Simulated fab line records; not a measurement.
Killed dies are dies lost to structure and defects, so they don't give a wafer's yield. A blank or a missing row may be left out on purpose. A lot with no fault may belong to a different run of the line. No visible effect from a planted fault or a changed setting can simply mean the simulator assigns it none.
fab line records | flow n5_finfet
[record] lots = 10 wafers = 30 last_day = 19
route steps=1938 shown BEOL_M1@835 BEOL_M2@841 BEOL_M4@1111 PASSIVATION@1936
lots that met no fault: taken from a fault-free run of the same line
start_h: the number of hours between the record's first day and the start of the first shown wafer of the lot | wait_h: hours since the lot's step before | " identical to the entry in the row above | L1.1+2: a single row standing in for several wafers | - either no value or no given start | * or withheld: withheld | < > ~ a bound
route shown NAME@n: a module of which the file shows steps, and the number in the route of the first | usual: average and standard deviation across the fault-free wafers | same: alike in all rows | chamber/n: place in a boat | sites: per-site readings | _std_site: standard deviation of those values | _edge_site: inner sites' mean taken away from outer sites' mean | radius_mm: for every site, how far away it sits from the centre of the wafer | mask NAME#n: copy n | behind: the last tool/chamber to shape the wafer | hold: the reason the lot was held/the length of the hold in hours/how it ended | device: the transistor (n, p or np) that didn't switch | end of line: at the end of the route, the tests of the same wafers | step lacking rows: just its recipe | killed: dies that structure and defects cost at the first sort, which is not the same as the wafer's yield | map: dies across one wafer; x = killed, . = not, _ = none there
set.NAME: setting as actually run; set.NAME@STEP: the setting as run at that earlier step | model.NAME: the simulator's own value behind a step, which no gauge read
route steps across a sampled set of lots; one table per step, one row per wafer
services: from which hour (start_h, from the record's first day; less than 0 if before it) a tool's chamber was out of use, for how many hours, and why
[[steps]]
[step N5_BEOL_M1_PRE_CLEAN_60]
[recipe] gas = NH3/H2 time_s = 15 temp_c = * rf_power_w = 300
[usual] heater_power_w = 87/8.7
// columns lot.wafer tool chamber start_h wait_h heater_power_w
L921.1 cvd_co-01 0 148.54 0.0 79
L921.2 " 2 " " 91
L921.6 " 0 " " 80
L920.1 cvd_co-02 1 148.62 0.0 100
L920.4 " 2 " " 76
L920.6 " 0 " " 91
L926.2 cvd_co-01 0 169.39 0.0 80
L926.4 " 2 " " 88
L926.5 " 2 " " 90
L925.1 cvd_co-01 2 172.17 0.0 89
L925.4 " 1 " " 84
L925.6 " 0 " " 80
L927.1 cvd_co-02 2 192.04 0.0 74
L927.2 " 0 " " 91
L927.6 " 0 " " 91
L930.1 cvd_co-02 0 213.17 0.0 92
L930.3 " 1 " " 100
L930.4 " 1 " " 100
L937.2 cvd_co-02 1 246.70 0.0 98
L937.5 " 1 " " 100
L937.6 " 0 " " 94
L940.1 cvd_co-02 1 249.83 0.0 99
L940.3 " 2 " " 76
L940.4 " 1 " " 101
L941.2 cvd_co-01 2 259.11 0.0 90
L941.5 " 0 " " 79
L941.6 " 1 " " 82
L942.2 cvd_co-01 2 277.82 0.3 93
L942.5 " 2 " " 91
L942.6 " 0 " " 81
[step N5_BEOL_M1_CO_CAP_55]
[recipe] material = Co target_thk_a = 20 temp_c = 200 precursor = CCTBA/H2 pressure_torr = 30 time_s = 102.1
[usual] heater_power_w = 238/12
// columns lot.wafer tool chamber start_h wait_h heater_power_w
L921.1 cvd_co-01 0 148.58 0.0 226
L921.2 " 2 " " 241
L921.6 " 0 " " 226
L920.1 cvd_co-02 1 148.66 0.0 254
L920.4 " 2 " " 221
L920.6 " 0 " " 239
L926.2 cvd_co-01 0 169.45 0.0 231
L926.4 " 2 " " 242
L926.5 " 2 " " 244
L925.1 cvd_co-01 2 172.21 0.0 242
L925.4 " 1 " " 242
L925.6 " 0 " " 230
L927.1 cvd_co-02 2 192.08 0.0 223
L927.2 " 0 " " 242
L927.6 " 0 " " 247
L930.1 cvd_co-02 0 213.21 0.0 242
L930.3 " 1 " " 250
L930.4 " 1 " " 260
L937.2 cvd_co-02 1 246.74 0.0 251
L937.5 " 1 " " 263
L937.6 " 0 " " 246
L940.1 cvd_co-02 1 249.87 0.0 256
L940.3 " 2 " " 222
L940.4 " 1 " " 263
L941.2 cvd_co-01 2 259.15 0.0 242
L941.5 " 0 " " 228
L941.6 " 1 " " 234
L942.2 cvd_co-01 2 277.86 0.0 244
L942.5 " 2 " " 242
L942.6 " 0 " " 229
[step N5_BEOL_M1_RS_MEAS_58]
[recipe] thk_meas_gauge = four-point-probe reads = Co_of_BEOL_M1_CO_CAP_55+Cu_of_BEOL_M1_ECD_50+Co_of_BEOL_M1_CVD_47+TaN_of_BEOL_M1_ALD_84
[usual] M1_RS = 0.67/0.036
// columns lot.wafer tool chamber start_h wait_h M1_RS[ohm/sq]
L921.1 film_metro-02 - 148.76 0.0 0.70
L921.2 " - " " 0.69
L921.6 " - " " 0.71
L920.1 film_metro-01 - 148.84 0.0 0.66
L920.4 " - " " 0.68
L920.6 " - " " 0.60
L926.2 film_metro-02 - 169.67 0.1 0.65
L926.4 " - " " 0.65
L926.5 " - " " 0.62
L925.1 film_metro-01 - 172.39 0.0 0.69
L925.4 " - " " 0.65
L925.6 " - " " 0.66
L927.1 film_metro-01 - 192.27 0.0 0.65
L927.2 " - " " 0.72
L927.6 " - " " 0.65
L930.1 film_metro-02 - 213.40 0.0 0.73
L930.3 " - " " 0.68
L930.4 " - " " 0.65
L937.2 film_metro-01 - 246.92 0.1 0.76
L937.5 " - " " 0.71
L937.6 " - " " 0.72
L940.1 film_metro-01 - 250.05 0.0 0.65
L940.3 " - " " 0.70
L940.4 " - " " 0.66
L941.2 film_metro-01 - 259.33 0.1 0.67
L941.5 " - " " 0.65
L941.6 " - " " 0.68
L942.2 film_metro-01 - 278.04 0.1 0.70
L942.5 " - " " 0.69
L942.6 " - " " 0.72
[step N5_BEOL_M2_ILD_DEP_00]
[recipe] material = SiOC target_thk_a = 790 temp_c = 350 precursor = DEMS/O2 pressure_torr = 5 rf_w = 500 time_s = 15.3
[usual] heater_power_w = 509/68 showerhead_plenum_p_Torr = 5.698/0.018 throttle_valve_pct = 12.2/0.6
// columns lot.wafer tool chamber start_h wait_h heater_power_w showerhead_plenum_p_Torr throttle_valve_pct
L921.1 pecvd-02 2 148.83 0.0 540 5.708 11.7
L921.2 " 1 " " 512 5.721 12.8
L921.6 " 1 " " 520 5.706 12.7
L920.1 pecvd-03 0 148.91 0.0 415 5.679 12.1
L920.4 " 0 " " 424 5.678 11.9
L920.6 " 2 " " 467 5.696 11.9
L926.2 pecvd-03 1 169.74 0.0 450 5.712 12.0
L926.4 " 2 " " 456 5.711 12.0
L926.5 " 0 " " 466 5.701 12.0
L926.2 pecvd-03 1 170.00 0.2 481 5.696 11.9
L926.4 " 2 " " 443 5.722 11.8
L926.5 " 0 " " 475 5.700 12.0
L925.1 pecvd-04 2 172.46 0.0 499 5.714 11.8
L925.4 " 2 " " 498 5.713 11.7
L925.6 " 2 " " 501 5.716 12.0
L927.1 pecvd-03 2 192.33 0.0 388 5.693 11.9
L927.2 " 0 " " 522 5.677 12.2
L927.6 " 0 " " 532 5.677 12.1
L930.1 pecvd-02 1 213.46 0.0 499 5.727 13.1
L930.3 " 0 " " 471 5.664 11.9
L930.4 " 1 " " 518 5.716 13.2
L937.2 pecvd-02 2 246.98 0.0 541 5.720 11.7
L937.5 " 0 " " 429 5.663 12.0
L937.6 " 2 " " 528 5.704 11.8
L937.2 pecvd-02 2 247.22 0.2 526 5.714 11.5
L937.5 " 0 " " 420 5.666 11.9
L937.6 " 2 " " 543 5.712 11.8
L940.1 pecvd-04 1 250.11 0.0 691 5.702 13.5
L940.3 " 2 " " 469 5.714 12.1
L940.4 " 2 " " 474 5.728 12.1
L941.2 pecvd-03 1 259.40 0.0 444 5.696 12.0
L941.5 " 2 " " 486 5.723 11.2
L941.6 " 0 " " 473 5.695 12.4
L942.2 pecvd-03 2 278.11 0.0 439 5.701 11.0
L942.5 " 2 " " 451 5.708 11.3
L942.6 " 1 " " 536 5.703 12.2
[step N5_BEOL_M2_THK_MEAS_01]
[recipe] reads = SiOC_of_BEOL_M2_ILD_DEP_00
[usual] M2_ILD_THK = 79.0/0.99
// columns lot.wafer tool chamber start_h wait_h M2_ILD_THK[nm]
L921.1 film_metro-02 - 148.89 0.0 78.2
L921.2 " - " " 77.3
L921.6 " - " " 78.8
L920.1 film_metro-02 - 148.97 0.0 76.7
L920.4 " - " " 79.4
L920.6 " - " " 78.5
L926.2 film_metro-01 - 170.07 0.1 158.9
L926.4 " - " " 159.7
L926.5 " - " " 160.2
L925.1 film_metro-02 - 172.54 0.1 77.5
L925.4 " - " " 79.0
L925.6 " - " " 78.0
L927.1 film_metro-01 - 192.40 0.0 78.8
L927.2 " - " " 80.3
L927.6 " - " " 81.0
L930.1 film_metro-01 - 213.54 0.1 78.2
L930.3 " - " " 79.4
L930.4 " - " " 79.2
L937.2 film_metro-02 - 247.29 0.1 158.6
L937.5 " - " " 161.1
L937.6 " - " " 162.4
L940.1 film_metro-02 - 250.18 0.0 78.6
L940.3 " - " " 78.7
L940.4 " - " " 79.4
L941.2 film_metro-02 - 259.46 0.1 78.8
L941.5 " - " " 80.6
L941.6 " - " " 80.7
L942.2 film_metro-01 - 278.17 0.1 78.3
L942.5 " - " " 80.0
L942.6 " - " " 79.6
[step N5_BEOL_M4_RC_MEAS_101]
[usual] DIBL_N = 36.0/1.7 DIBL_P = 36.2/1.9 IOFF_N = 0.154/0.028 IOFF_P = 0.21/0.036 ION_N = 675/11 ION_P = 463/8.3 SS_N = 71.4/0.63 SS_P = 73.2/0.55 VT_N = 250.2/3 VT_P = -251/3.7
// columns lot.wafer tool chamber start_h wait_h DIBL_N[mV/V] DIBL_P[mV/V] IOFF_N[nA/um] IOFF_P[nA/um] ION_N[uA/um] ION_P[uA/um] SS_N[mV/dec] SS_P[mV/dec] VT_N[mV] VT_P[mV]
L920.1 prober-02 0 192.80 0.0 37.5 37.4 0.178 0.29 673 469 71.7 73.6 248.0 -242
L920.4 " 0 " " 34.2 33.4 0.133 0.23 672 475 70.0 73.3 251.1 -245
L920.6 " 0 " " 36.4 35.8 0.157 0.26 666 468 71.2 73.5 253.0 -243
L921.1 prober-01 0 197.44 0.0 35.0 33.2 0.116 0.17 670 455 71.2 73.0 252.2 -252
L921.2 " 0 " " 38.3 38.5 0.186 0.26 688 474 72.9 73.9 245.6 -247
L921.6 " 0 " " 39.0 38.7 0.196 0.26 700 477 72.4 73.9 245.2 -246
L925.1 prober-01 0 262.57 0.0 38.5 40.8 0.191 0.23 689 469 71.7 73.7 247.8 -248
L925.4 " 0 " " 34.9 36.2 0.124 0.17 654 455 71.2 73.0 255.7 -254
L925.6 " 0 " " 37.2 39.1 0.178 0.20 700 465 71.2 74.1 246.3 -252
L927.1 prober-01 0 269.35 0.0 36.9 37.4 0.154 0.20 673 455 71.7 73.4 252.1 -252
L927.2 " 0 " " 35.5 35.5 0.126 0.18 660 455 72.1 72.6 252.8 -252
L927.6 " 0 " " 36.7 36.4 0.142 0.18 670 455 71.4 73.1 250.3 -254
L930.1 prober-02 0 291.63 0.0 38.4 38.3 0.186 0.21 689 457 71.5 73.9 247.5 -252
L930.3 " 0 " " 36.0 35.2 0.135 0.17 667 452 71.5 73.1 250.2 -253
L930.4 " 0 " " 37.1 35.5 0.162 0.18 677 456 71.9 73.5 250.1 -255
L940.1 prober-01 0 342.37 0.0 35.8 35.9 0.150 0.18 663 453 71.1 72.5 251.4 -251
L940.3 " 0 " " 36.0 36.7 0.158 0.20 665 462 71.2 72.8 247.5 -249
L940.4 " 0 " " 39.1 38.8 0.214 0.23 697 468 71.9 73.2 244.7 -251
L941.2 prober-02 0 342.68 0.2 37.4 39.0 0.203 0.29 690 476 71.6 74.1 243.0 -243
L941.5 " 0 " " 37.1 37.7 0.182 0.27 676 471 71.2 73.0 246.8 -244
L941.6 " 0 " " 34.3 34.6 0.134 0.21 668 466 70.7 72.8 252.2 -243
L942.2 prober-01 0 344.31 0.2 36.7 35.6 0.158 0.24 666 465 71.5 73.4 252.7 -247
L942.5 " 0 " " 37.2 37.2 0.174 0.26 677 471 71.2 73.7 247.7 -243
L942.6 " 0 " " 36.0 34.8 0.164 0.23 686 477 71.5 73.0 248.4 -247
[step N5_PASSIVATION_PROBE_49]
[usual] defect_limited_yield = 90.9/1.4 killed_at_M0_to_M3 = 38/11 killed_at_M4_up = 13/5.9 killed_at_contacts = 14/6.4 killed_at_front_end = 38/11 killed_at_other = 3.3/2.5 killed_dies = 107/16 killed_on_rim = 14/3.6 killed_open = 70/12 killed_short = 35/7.7 sort_bin_5_function = 5.3/0.94 sort_bin_6_memory = 3.5/0.7 sort_n_pass = 1073/16 sort_yield_pct = 90.9/1.4
[same] gross_dies = 1180 killed_at_back_side = 0 sort_bin_4_leakage[%] = 0 sort_bin_8_speed[%] = 0
// columns lot.wafer tool chamber start_h wait_h defect_limited_yield[%] killed_at_M0_to_M3 killed_at_M4_up killed_at_contacts killed_at_front_end killed_at_other killed_dies killed_on_rim killed_open killed_short sort_bin_5_function[%] sort_bin_6_memory[%] sort_n_pass sort_yield_pct[%]
L926.2 prober-02 - 371.81 0.1 0 1117 12 18 24 9 1180 152 74 27 96.2 3.6 0 0
L926.4 prober-02 - 371.91 0.2 0 1103 16 18 38 5 1180 152 77 43 95.7 4.1 0 0
L926.5 prober-02 - 371.96 0.2 0 1109 16 11 35 9 1180 152 67 36 97.4 2.1 0 0
L927.1 prober-02 - 381.80 0.0 92.3 25 18 11 35 2 91 13 61 30 5.0 2.5 1089 92.3
L927.2 prober-02 - 381.85 0.1 92.0 38 11 7 37 1 94 12 66 28 5.3 2.3 1086 92.0
L927.6 prober-02 - 382.05 0.3 88.9 39 26 6 57 3 131 13 91 40 6.9 4.0 1049 88.9
L930.4 prober-02 - 406.81 0.2 90.7 41 9 12 46 2 110 15 69 39 5.3 3.6 1070 90.7
L937.2 prober-01 - 443.73 0.1 0 1122 12 10 36 0 1180 152 52 28 97.0 2.5 0 0
L937.5 prober-01 - 443.88 0.2 0 1116 6 9 44 5 1180 152 61 26 97.1 2.8 0 0
L937.6 prober-01 - 443.93 0.3 0 1134 6 8 29 3 1180 152 52 17 97.3 2.5 0 0
// killed by level:class
L926.2 BEOL_M2:area_dep=1079 BEOL_M3:geometric_particle:open=14 MOL_CONTACT_COAG:geometric_particle:open=13 FIN_SAQP:geometric_particle:open=8 BEOL_M2:geometric_particle:open=7 MOL_CONTACT_COAG:geometric_particle:short=5 BEOL_M0_SAQP:geometric_particle:open=5 BEOL_M1:geometric_particle:open=5
L926.4 BEOL_M2:area_dep=1058 MOL_CONTACT_COAG:geometric_particle:open=13 BEOL_M0_SAQP:geometric_particle:short=13 BEOL_M4:geometric_particle:open=12 FIN_SAQP:geometric_particle:short=9 BEOL_M3:geometric_particle:open=9 BEOL_M1:geometric_particle:open=8 BEOL_M2:geometric_particle:open=7
L926.5 BEOL_M2:area_dep=1075 BEOL_M2:geometric_particle:open=10 BEOL_M3:geometric_particle:open=9 STI_FIN_REVEAL:geometric_particle:open=8 MOL_CONTACT_COAG:geometric_particle:open=8 BEOL_M4:geometric_particle:open=8 FIN_SAQP:geometric_particle:open=6 PASS1_CAP:geometric_particle:short=6
L927.1 STI_FIN_REVEAL:geometric_particle:open=13 MOL_CONTACT_COAG:geometric_particle:open=10 BEOL_M4:geometric_particle:open=9 BEOL_M0_SAQP:geometric_particle:short=8 FIN_SAQP:geometric_particle:open=7 GATE_CUT:geometric_particle:short=6 BEOL_M0_SAQP:geometric_particle:open=4 BEOL_M1:geometric_particle:open=4
L927.2 FIN_SAQP:geometric_particle:open=7 BEOL_M0_SAQP:geometric_particle:short=7 BEOL_M1:geometric_particle:open=7 BEOL_M3:geometric_particle:open=7 STI_FIN_REVEAL:geometric_particle:open=6 MOL_CONTACT_COAG:geometric_particle:open=6 BEOL_M1:geometric_particle:short=6 DUMMY_GATE:geometric_particle:open=5
L927.6 FIN_SAQP:geometric_particle:open=24 BEOL_M4:geometric_particle:open=12 BEOL_M0_SAQP:geometric_particle:short=8 BEOL_M1:geometric_particle:open=8 FIN_SAQP:geometric_particle:short=7 BEOL_M0_SAQP:geometric_particle:open=6 MOL_CONTACT_COAG:geometric_particle:open=5 STARTING-WAFER:geometric_particle:short=5
L930.4 STI_FIN_REVEAL:geometric_particle:open=16 BEOL_M3:geometric_particle:open=14 MOL_CONTACT_COAG:geometric_particle:open=8 FIN_SAQP:geometric_particle:short=7 FIN_SAQP:geometric_particle:open=5 GATE_CUT:geometric_particle:short=5 BEOL_M0:geometric_particle:open=5 BEOL_M3:geometric_particle:short=5
L937.2 BEOL_M2:area_dep=1099 STI_FIN_REVEAL:geometric_particle:open=13 MOL_CONTACT_COAG:geometric_particle:open=7 BEOL_M0_SAQP:geometric_particle:short=7 BEOL_M0_SAQP:geometric_particle:open=6 STARTING-WAFER:geometric_particle:short=6 BEOL_M2:geometric_particle:open=5 FIN_SAQP:geometric_particle:short=4
L937.5 BEOL_M2:area_dep=1091 STI_FIN_REVEAL:geometric_particle:open=16 FIN_SAQP:geometric_particle:open=8 MOL_CONTACT_COAG:geometric_particle:open=7 FIN_SAQP:geometric_particle:short=6 BEOL_M0_SAQP:geometric_particle:short=6 BEOL_M1:geometric_particle:open=6 BEOL_M0_SAQP:geometric_particle:open=3
L937.6 BEOL_M2:area_dep=1109 FIN_SAQP:geometric_particle:open=7 STI_FIN_REVEAL:geometric_particle:open=7 MOL_CONTACT_COAG:geometric_particle:open=7 BEOL_M1:geometric_particle:open=7 BEOL_M2:geometric_particle:open=6 BEOL_M0_SAQP:geometric_particle:short=5 FIN_SAQP:geometric_particle:short=3
[[services]]
// columns tool chamber start_h hours kind
cvd_co-01 - 127.61 4.3 pm
cvd_co-01 1 159.00 11.8 repair
pecvd-04 1 171.33 5.5 scheduled_down
pecvd-02 - 171.92 1.4 repair
pecvd-02 - 175.34 2.1 repair
pecvd-03 2 202.38 - clean
pecvd-03 2 202.38 - consumable_replace:showerhead
pecvd-03 2 202.38 29.0 scheduled_down
pecvd-03 2 202.38 29.0 vent_cycle
pecvd-02 2 212.74 2.1 scheduled_down
cvd_co-02 - 223.15 3.8 pm
pecvd-02 1 227.29 5.5 scheduled_down
cvd_co-01 - 269.08 2.8 pm
cvd_co-02 - 271.83 6.9 pm
[[key]]
[first_sign] step = N5_BEOL_M2_ILD_DEP_00 reading = visit direction = added
[effect] step = N5_BEOL_M2_THK_MEAS_01 reading = M2_ILD_THK direction = up sigmas = 82 usual = 79.0 struck = 160.2
[effect] step = N5_PASSIVATION_PROBE_49 reading = sort_bin_5_function direction = up sigmas = 97 usual = 5.3 struck = 96.8
[more_kills_born_at] N5_BEOL_M2_ILD_DEP_00@pecvd-02 = 3302 N5_BEOL_M2_ILD_DEP_00@pecvd-03 = 3212
met_at N5_BEOL_M2_ILD_DEP_00
struck_lots L926,L937
later_rows_left_out L926.2,L926.4,L926.5,L937.2,L937.5,L937.6
not_acting_at N5_BEOL_M1_PRE_CLEAN_60,N5_BEOL_M1_CO_CAP_55,N5_BEOL_M1_RS_MEAS_58
[fault] kind = repeated_step_whole tool = pecvd-02,pecvd-03,pecvd-04 chamber = - onset_h = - steps = N5_BEOL_M2_ILD_DEP_00 times = 1 scope = struck_lots_only
// later_rows_left_out: the simulator's readings of these wafers behind a module that went badly wrong aren't trusted and aren't shown, but for the sort
